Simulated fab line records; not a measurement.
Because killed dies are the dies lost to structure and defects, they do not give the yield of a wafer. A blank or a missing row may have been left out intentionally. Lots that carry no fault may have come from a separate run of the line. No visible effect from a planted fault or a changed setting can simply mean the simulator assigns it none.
fab line records	flow nand-harc
record lots=11	wafers=33	last-day=33
route steps=1302 shown A_CONTACT@1043 END@1302
lots with no fault: from the same line, run without faults
start-h: the number of hours between the record's first day and the start of the first shown wafer of the lot	wait-h: how many hours have passed since the lot's step before this one	" the same as in the row above	L1.1+2: one row covering several wafers at once	- value missing, or start not given	* or withheld: withheld	< > ~ a bound
route shown NAME@n: NAME is a module with steps in the file, n the number in the route of the first one	usual: mean/standard deviation taken from wafers without a fault	same: alike in all rows	chamber/n: place in a boat	sites: readings site by site	_std_site: standard deviation of those values	_edge_site: mean of outer sites minus mean of inner sites	radius-mm: for every site, how far away it sits from the centre of the wafer	mask NAME#n: copy n	behind: the last tool/chamber to shape the wafer	hold: reason for holding the lot/hours on hold/outcome of the hold	device: the transistor (n, p or np) that didn't switch	end of line: at the end of the route, the tests of the same wafers	for a step that has no rows: nothing shown but its recipe	killed: dies lost to structure and defects at the first sort, not the wafer's yield	map: the dies of a wafer, with x for killed, . for not killed, _ for no die there
set.NAME: the run value of the setting; set.NAME@STEP: its run value at that earlier step	model.NAME: the simulator's own value behind a step, which no gauge read
a sample of lots followed through the steps of the route, with each step as a table and each wafer as a row
services: the hour from which a tool's chamber was out of use, counted from the record's first day as start-h (under 0 if before that day), plus the number of hours and why
## steps
# step NHARC_A_CONTACT_ETCH_75
# recipe target-depth-a=390	over-etch-frac=0.3	time-s=65	ion-energy-ev=80	cf4-flow-sccm=150	ar-flow-sccm=0	rf-w=300	bias-w=100	chemistry=CF4
# usual drypump-motor-current-A=5.4/0.54	mfc-ar-sccm=0.008/0.0099	oes-product-au=1.006/0.01	rf-vpp-V=151.1/1.2	showerhead-plenum-p-Torr=1.76/0.072	throttle-valve-pct=13.282/0.0089
lot.wafer	tool	chamber	start-h	wait-h	drypump-motor-current-A	mfc-ar-sccm	oes-product-au	rf-hours-counter-h	rf-vpp-V	showerhead-plenum-p-Torr	throttle-valve-pct
L154.4	rie-diel-07	1	519.99	0.1	5.8	0	1.007	3	150.0	1.64	13.292
L154.6	"	0	"	"	4.8	0.017	1.007	-	154.3	1.84	13.277
L154.5	"	1	"	"	5.8	0	1.003	-	147.9	1.64	13.272
L155.3	rie-diel-04	0	520.19	0.1	4.9	0.031	0.984	55	153.3	1.83	13.278
L155.4	"	1	"	"	4.8	0	0.993	55	150.5	1.74	13.274
L155.5	"	2	"	"	6.3	0.025	1.002	-	153.0	1.86	13.271
L158.2	rie-diel-13	0	537.22	0.1	5.9	0	1.008	2	151.7	1.68	13.285
L158.4	"	1	"	"	5.7	0	1.002	2	151.7	1.74	13.276
L158.3	"	2	"	"	5.1	0	1.024	2	149.5	1.66	13.285
L161.2	rie-diel-07	1	566.83	0.1	5.8	0	1.017	13	150.0	1.64	13.283
L161.3	"	2	"	"	5.4	0.015	1.016	14	150.5	1.76	13.289
L161.6	"	1	"	"	5.8	0	1.022	-	148.7	1.64	13.289
L162.1	rie-diel-13	2	580.96	0.1	5.1	0	1.024	17	150.1	1.66	13.272
L162.2	"	0	"	"	5.8	0	1.000	17	151.0	1.67	13.272
L162.5	"	2	"	"	5.0	0	1.015	-	150.6	1.66	13.271
L172.1	rie-diel-13	3	664.56	0.1	6.6	0	0.997	47	150.4	1.74	13.295
L172.4	"	0	"	"	5.9	0	1.000	44	150.3	1.66	13.283
L172.6	"	2	"	"	5.0	0	1.022	-	150.6	1.65	13.270
L171.2	rie-diel-07	1	667.85	0.1	5.8	0	1.009	2	153.1	1.91	13.280
L171.4	"	2	"	"	5.4	0.015	1.017	2	150.0	1.76	13.294
L171.6	"	3	"	"	5.1	0	1.004	-	150.9	1.74	13.291
L173.2	rie-diel-07	3	694.48	0.1	5.1	0	1.009	7	151.1	1.74	13.282
L173.1	"	0	"	"	4.8	0.017	1.004	4	153.1	1.83	13.284
L173.4	"	2	"	"	5.4	0.015	0.998	7	151.1	1.76	13.273
L174.1	rie-diel-07	3	701.47	0.1	5.1	0	1.007	8	150.8	1.74	13.296
L174.2	"	0	"	"	4.8	0.017	1.002	5	150.1	1.83	13.268
L174.5	"	3	"	"	5.0	0	1.001	-	151.3	1.74	13.289
L175.4	rie-diel-13	3	722.89	0.1	6.6	0	1.013	5	151.3	1.74	13.290
L175.3	"	0	"	"	5.9	0	0.992	6	150.9	1.66	13.287
L175.2	"	1	"	"	5.7	0	1.007	5	150.8	1.73	13.291
L177.3	rie-diel-07	0	734.21	0.1	4.8	0.017	1.013	10	152.2	1.83	13.283
L177.1	"	1	"	"	5.8	0	1.007	11	153.3	1.91	13.280
L177.2	"	2	"	"	5.4	0.015	1.002	13	151.7	1.76	13.272
# step NHARC_A_CONTACT_ETCH_76
# recipe target-depth-a=2600	over-etch-frac=0.3	time-s=475.3	ion-energy-ev=200	n2-flow-sccm=150	h2-flow-sccm=150	ar-flow-sccm=0	rf-w=400	bias-w=150	chemistry=N2/H2
# usual drypump-motor-current-A=5.4/0.52	mfc-ar-sccm=0.008/0.01	n2-flow-sccm=150.0/0.47	oes-product-au=1.006/0.011	rf-vpp-V=430.2/2.7	showerhead-plenum-p-Torr=2.03/0.093	throttle-valve-pct=14.171/0.0086
lot.wafer	tool	chamber	start-h	wait-h	drypump-motor-current-A	mfc-ar-sccm	n2-flow-sccm	oes-product-au	rf-hours-counter-h	rf-vpp-V	showerhead-plenum-p-Torr	throttle-valve-pct
L154.4	rie-diel-07	3	-	-	5.1	0	150.9	0.997	4	429.4	2.02	14.157
L154.5	"	3	"	"	5.1	0	150.9	0.979	-	429.6	2.02	14.175
L154.6	"	0	"	"	4.8	0.017	148.9	1.012	-	433.2	2.13	14.172
L155.4	rie-diel-04	1	-	-	4.8	0	149.3	1.001	55	428.9	2.00	14.190
L155.3	"	2	"	"	6.3	0.025	149.6	0.993	50	433.8	2.16	14.175
L155.5	"	1	"	"	4.8	0	149.3	0.991	-	429.7	2.00	14.189
L158.4	rie-diel-13	3	-	-	6.6	0	149.7	1.003	2	430.6	2.02	14.176
L158.3	"	0	"	"	5.9	0	149.7	1.021	2	429.1	1.92	14.180
L158.2	"	1	"	"	5.7	0	150.2	1.006	2	429.6	2.01	14.159
L161.2	rie-diel-07	2	-	-	5.4	0.015	150.3	1.021	15	428.7	2.03	14.154
L161.3	"	3	"	"	5.1	0	150.4	1.005	15	429.4	2.01	14.187
L161.6	"	2	"	"	5.4	0.015	149.9	1.018	-	428.7	2.03	14.175
L162.2	rie-diel-13	3	-	-	6.6	0	149.4	0.991	16	432.1	2.02	14.171
L162.1	"	2	"	"	5.1	0	150.5	1.016	17	425.5	1.90	14.167
L162.5	"	0	"	"	5.8	0	150.0	1.007	-	427.7	1.92	14.160
L172.4	rie-diel-13	0	-	-	5.9	0	150.1	1.003	44	425.7	1.91	14.177
L172.1	"	3	"	"	6.6	0	150.1	0.999	47	429.0	2.01	14.163
L172.6	"	1	"	"	5.7	0	150.3	1.002	-	429.3	1.99	14.170
L171.2	rie-diel-07	3	-	-	5.1	0	150.3	1.011	2	429.1	2.01	14.182
L171.4	"	0	"	"	4.8	0.017	149.8	0.993	0	432.2	2.12	14.176
L171.6	"	1	"	"	5.9	0	149.5	1.004	-	435.3	2.22	14.186
L173.1	rie-diel-07	1	-	-	5.8	0	150.5	1.006	6	436.2	2.22	14.166
L173.2	"	2	"	"	5.4	0.015	150.0	1.015	7	430.1	2.02	14.161
L173.4	"	0	"	"	4.8	0.017	150.3	1.002	4	432.6	2.12	14.166
L174.1	rie-diel-07	3	-	-	5.1	0	149.9	1.012	8	429.5	2.01	14.178
L174.2	"	0	"	"	4.8	0.017	151.1	0.997	5	433.7	2.12	14.186
L174.5	"	1	"	"	5.8	0	150.0	1.005	-	435.8	2.22	14.173
L175.3	rie-diel-13	3	-	-	6.6	0	149.2	1.016	5	428.9	2.00	14.171
L175.2	"	0	"	"	5.9	0	150.2	0.997	6	426.2	1.90	14.182
L175.4	"	2	"	"	5.0	0	149.1	1.029	4	427.9	1.89	14.175
L177.2	rie-diel-07	0	-	-	4.8	0.017	150.3	1.006	10	433.8	2.12	14.169
L177.3	"	1	"	"	5.8	0	149.8	0.987	11	435.4	2.21	14.157
L177.1	"	2	"	"	5.4	0.015	150.2	1.001	13	429.5	2.02	14.164
# step NHARC_A_CONTACT_ETCH_132
# recipe source-w=withheld	pressure-mtorr=20	bias-v=3000	time-s=197	target-depth-a=19240	ar-flow-sccm=withheld	c4f8-flow-sccm=withheld	o2-flow-sccm=withheld	chemistry=C4F8/O2/Ar
lot.wafer	tool	chamber	start-h	wait-h	rf-hours-counter-h
L154.4	har-cap-etch-03	1	522.97	0.1	-
L154.5	"	0	"	"	-
L154.6	"	1	"	"	-
L155.3	har-cap-etch-02	0	523.14	0.1	-
L155.4	"	1	"	"	-
L155.5	"	1	"	"	-
L158.2	har-cap-etch-03	1	540.60	0.2	50
L158.3	"	0	"	"	-
L158.4	"	1	"	"	-
L161.2	har-cap-etch-02	1	569.72	0.1	91
L161.3	"	0	"	"	-
L161.6	"	1	"	"	-
L162.1	har-cap-etch-02	0	583.91	0.1	95
L162.2	"	1	"	"	95
L162.5	"	1	"	"	-
L172.1	har-cap-etch-02	1	667.47	0.1	110
L172.4	"	0	"	"	-
L172.6	"	1	"	"	-
L171.2	har-cap-etch-03	0	671.20	0.2	73
L171.4	"	0	"	"	-
L171.6	"	1	"	"	-
L173.1	har-cap-etch-03	1	697.37	0.1	76
L173.2	"	0	"	"	76
L173.4	"	0	"	"	-
L174.1	har-cap-etch-02	1	704.36	0.1	116
L174.2	"	0	"	"	116
L174.5	"	1	"	"	-
L175.2	har-cap-etch-01	0	725.78	0.1	42
L175.3	"	0	"	"	-
L175.4	"	1	"	"	-
L177.1	har-cap-etch-03	0	737.10	0.1	83
L177.2	"	1	"	"	83
L177.3	"	1	"	"	-
# step NHARC_A_CONTACT_ETCH_97
# recipe target-depth-a=200	over-etch-frac=0.5	time-s=10	ion-energy-ev=250	c4f6-flow-sccm=25	o2-flow-sccm=20	ar-flow-sccm=500	rf-w=600	bias-w=500	chemistry=C4F6/O2
# usual drypump-motor-current-A=5.3/0.48	mfc-ar-sccm=499.9/1.4	oes-product-au=0.969/0.028	rf-vpp-V=546/3.4	showerhead-plenum-p-Torr=3.91/0.15	throttle-valve-pct=26.903/0.0088
lot.wafer	tool	chamber	start-h	wait-h	drypump-motor-current-A	mfc-ar-sccm	oes-product-au	rf-hours-counter-h	rf-vpp-V	showerhead-plenum-p-Torr	throttle-valve-pct
L154.4	rie-diel-07	2	523.99	-	5.4	500.8	0.965	6	546	3.92	26.915
L154.6	"	1	"	"	5.8	499.7	0.959	-	541	3.64	26.907
L154.5	"	2	"	"	5.3	499.9	0.957	-	545	3.92	26.879
L155.3	rie-diel-07	0	524.20	-	4.8	499.0	1.000	5	551	4.07	26.912
L155.4	"	1	"	"	5.8	503.3	1.010	5	542	3.64	26.903
L155.5	"	3	"	"	5.1	502.7	0.995	-	546	3.89	26.902
L158.4	rie-diel-04	0	541.87	-	4.9	500.2	0.995	0	550	4.05	26.908
L158.2	"	1	"	"	4.8	499.0	0.997	0	546	3.85	26.898
L158.3	"	3	"	"	6.0	497.1	1.009	0	545	3.85	26.920
L161.2	rie-diel-07	0	570.80	-	4.8	500.7	0.953	15	551	4.07	26.898
L161.3	"	2	"	"	5.4	501.9	0.968	15	545	3.91	26.913
L161.6	"	0	"	"	4.8	501.0	0.948	-	549	4.07	26.905
L162.1	rie-diel-07	3	585.01	-	5.1	500.6	0.994	17	546	3.88	26.920
L162.2	"	1	"	"	5.8	498.9	1.000	16	542	3.64	26.908
L162.5	"	0	"	"	4.8	499.6	0.715	-	551	4.07	26.899
L172.4	rie-diel-04	0	668.54	-	4.9	501.0	0.942	49	550	4.02	26.905
L172.1	"	1	"	"	4.8	500.1	0.948	47	544	3.82	26.915
L172.6	"	1	"	"	4.8	499.4	0.947	-	544	3.82	26.893
L171.4	rie-diel-13	0	672.50	-	5.9	501.1	0.939	46	541	3.70	26.927
L171.2	"	2	"	"	5.1	496.3	0.964	45	541	3.67	26.892
L171.6	"	3	"	"	6.6	500.5	0.944	-	546	3.86	26.894
L173.2	rie-diel-07	0	698.46	-	4.8	498.9	0.934	5	549	4.06	26.900
L173.1	"	1	"	"	5.8	501.6	0.933	6	552	4.22	26.900
L173.4	"	2	"	"	5.4	501.1	0.958	8	547	3.90	26.910
L174.1	rie-diel-07	3	705.49	-	5.1	499.1	0.966	9	547	3.87	26.908
L174.2	"	2	"	"	5.4	499.2	0.970	9	546	3.90	26.896
L174.5	"	0	"	"	4.8	497.7	0.965	-	549	4.06	26.896
L175.2	rie-diel-07	1	726.87	-	5.8	501.6	0.941	10	552	4.22	26.906
L175.3	"	2	"	"	5.4	501.3	0.955	13	547	3.89	26.908
L175.4	"	3	"	"	5.1	500.5	0.950	13	544	3.86	26.910
L177.2	rie-diel-07	3	738.21	-	5.1	500.1	0.952	15	545	3.86	26.900
L177.3	"	1	"	"	5.8	501.2	0.956	12	553	4.22	26.902
L177.1	"	2	"	"	5.4	503.3	0.938	14	546	3.89	26.887
# step NHARC_END_SORT_01
# recipe temp-c=25
# usual killed-at-array=52/16	killed-at-other=0.8/0.98	killed-at-periphery=4.2/2.9	killed-dies=57/16	killed-open=3.3/1.9	killed-short=2.5/1.5
# same gross-dies=677
lot.wafer	tool	chamber	start-h	wait-h	killed-at-array	killed-at-other	killed-at-periphery	killed-dies	killed-open	killed-short
L154.4	prober-02	0	582.25	3.4	27	0	8	35	4	1
L154.5	prober-02	0	583.05	3.7	30	0	7	37	1	7
L154.6	prober-02	0	583.85	4.0	26	0	1	27	2	1
L162.1	prober-01	0	640.08	2.5	46	0	10	56	6	2
L162.2	prober-01	0	640.88	2.8	58	2	4	64	2	2
L162.5	prober-01	0	643.27	3.7	662	1	14	677	6	2
L172.1	prober-01	0	726.39	2.5	52	1	4	57	5	2
L172.4	prober-01	0	728.81	3.4	46	3	8	57	6	7
L172.6	prober-01	0	730.43	4.0	35	0	9	44	2	2
# killed by level:class
L154.4 A_CHANNEL_HOLE_D2:chamber-film-flake=20 P_GATE:chamber-film-flake=5 P_GATE:geometric-particle:open=2 A_CHANNEL_HOLE_D1:chamber-film-flake=2 P_CONTACT:geometric-particle:open=1 A_ONON_D1:geometric-particle:open=1 A_CHANNEL_HOLE_D1:geometric-particle:short=1 A_CONTACT:chamber-film-flake=1
L154.5 A_CHANNEL_HOLE_D2:chamber-film-flake=17 P_GATE:chamber-film-flake=5 A_DECK1_JOINT:geometric-particle:short=4 A_CHANNEL_HOLE_D1:chamber-film-flake=2 A_WL_FILL:chamber-film-flake=2 A_CHANNEL_HOLE_D2:geometric-particle:short=1 A_CHANNEL_FILL_D2:geometric-particle:short=1 A_WL_FILL:geometric-particle:open=1
L154.6 A_CHANNEL_HOLE_D2:chamber-film-flake=20 A_CHANNEL_HOLE_D1:chamber-film-flake=2 A_CHANNEL_FILL_D1:geometric-particle:open=1 A_DECK1_JOINT:geometric-particle:open=1 A_M1:geometric-particle:short=1 P_GATE:chamber-film-flake=1 A_DECK1_JOINT:chamber-film-flake=1
L162.1 A_SLIT:chamber-film-flake=17 P_CONTACT:chamber-film-flake=9 A_CHANNEL_HOLE_D2:chamber-film-flake=8 A_WL_FILL:chamber-film-flake=5 A_CHANNEL_FILL_D2:geometric-particle:open=3 A_STAIRCASE:chamber-film-flake=3 A_CONTACT:chamber-film-flake=3 P_CONTACT:geometric-particle:open=1
L162.2 A_SLIT:chamber-film-flake=28 A_CHANNEL_HOLE_D2:chamber-film-flake=12 A_STAIRCASE:chamber-film-flake=5 P_CONTACT:chamber-film-flake=3 A_CHANNEL_HOLE_D1:chamber-film-flake=2 A_DECK1_JOINT:chamber-film-flake=2 A_WL_FILL:chamber-film-flake=2 A_M1:chamber-film-flake=2
L162.5 A_CONTACT:area-etch=609 A_SLIT:chamber-film-flake=24 A_CHANNEL_HOLE_D2:chamber-film-flake=17 P_CONTACT:chamber-film-flake=10 A_STAIRCASE:chamber-film-flake=4 P_M1:geometric-particle:open=2 A_CHANNEL_FILL_D2:geometric-particle:open=2 A_CHANNEL_FILL_D1:chamber-film-flake=2
L172.1 A_CHANNEL_HOLE_D1:chamber-film-flake=21 A_CONTACT:chamber-film-flake=10 A_BLC:chamber-film-flake=8 A_STAIRCASE:chamber-film-flake=5 A_CHANNEL_FILL_D2:geometric-particle:open=2 P_ZERO_WELL:chamber-film-flake=2 A_SLIT:chamber-film-flake=2 A_SGD_CUT:geometric-particle:short=1
L172.4 A_CHANNEL_HOLE_D1:chamber-film-flake=16 A_CONTACT:chamber-film-flake=6 A_BLC:chamber-film-flake=5 A_STAIRCASE:chamber-film-flake=4 P_GATE:geometric-particle:open=2 A_M0:geometric-particle:short=2 P_M0:chamber-film-flake=2 THIN_TSV:chamber-film-flake=2
L172.6 A_CHANNEL_HOLE_D1:chamber-film-flake=15 A_STAIRCASE:chamber-film-flake=6 A_CONTACT:chamber-film-flake=6 P_GATE:chamber-film-flake=4 A_BLC:chamber-film-flake=4 A_SLIT:chamber-film-flake=3 P_CONTACT:geometric-particle:open=2 P_M0:chamber-film-flake=2
## services
tool	chamber	start-h	hours	kind
har-cap-etch-01	-	497.00	17.0	pm
rie-diel-07	0	504.80	-	clean
rie-diel-07	1	504.80	-	clean
rie-diel-07	2	504.80	-	clean
rie-diel-07	3	504.80	-	clean
rie-diel-13	-	521.84	9.0	pm
rie-diel-07	0	529.33	-	clean
rie-diel-07	1	529.33	-	clean
rie-diel-07	2	529.33	-	clean
rie-diel-07	3	529.33	-	clean
rie-diel-04	-	531.98	9.0	pm
rie-diel-07	0	553.83	-	clean
rie-diel-07	1	553.83	-	clean
rie-diel-07	2	553.83	-	clean
rie-diel-07	3	553.83	-	clean
rie-diel-07	0	578.35	-	clean
rie-diel-07	1	578.35	-	clean
rie-diel-07	2	578.35	-	clean
rie-diel-07	3	578.35	-	clean
rie-diel-07	2	620.37	1.4	repair
rie-diel-07	-	648.30	9.0	pm
rie-diel-04	-	666.79	1.2	repair
rie-diel-13	-	701.05	9.0	pm
rie-diel-04	-	708.98	9.0	pm
## key
first-sign step=NHARC_A_CONTACT_ETCH_97	reading=oes-product-au	direction=down	sigmas=9.2	usual=0.969	struck=0.715
effect step=NHARC_END_SORT_01	reading=killed-at-array	direction=up	sigmas=39	usual=52	struck=662
more-kills-born-at NHARC_A_CONTACT_ETCH_97@rie-diel-07=609
met-at NHARC_A_CONTACT_ETCH_97
struck-lots L162
struck-wafers L162.5
later-rows-left-out L162.5
tester-left-out L162
not-acting-at NHARC_A_CONTACT_ETCH_75,NHARC_A_CONTACT_ETCH_76,NHARC_A_CONTACT_ETCH_132
onset-between 570.80 585.01
fault kind=process-parameter-drift	tool=rie-diel-07	chamber=0	onset-h=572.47	steps=NHARC_A_CONTACT_ETCH_97	channel=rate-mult	offset=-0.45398	shape=step	end-h=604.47
# tester-left-out: of these lots the tester's yield and bins aren't shown, on N5 and GAA mostly nor the transistor test; their killed dies are dies lost to structure and defects alone, not to doping, threshold or leakage, so they don't give the yield
# later-rows-left-out: the simulator's readings of these wafers behind a module that went badly wrong aren't trusted and aren't shown, but for the sort
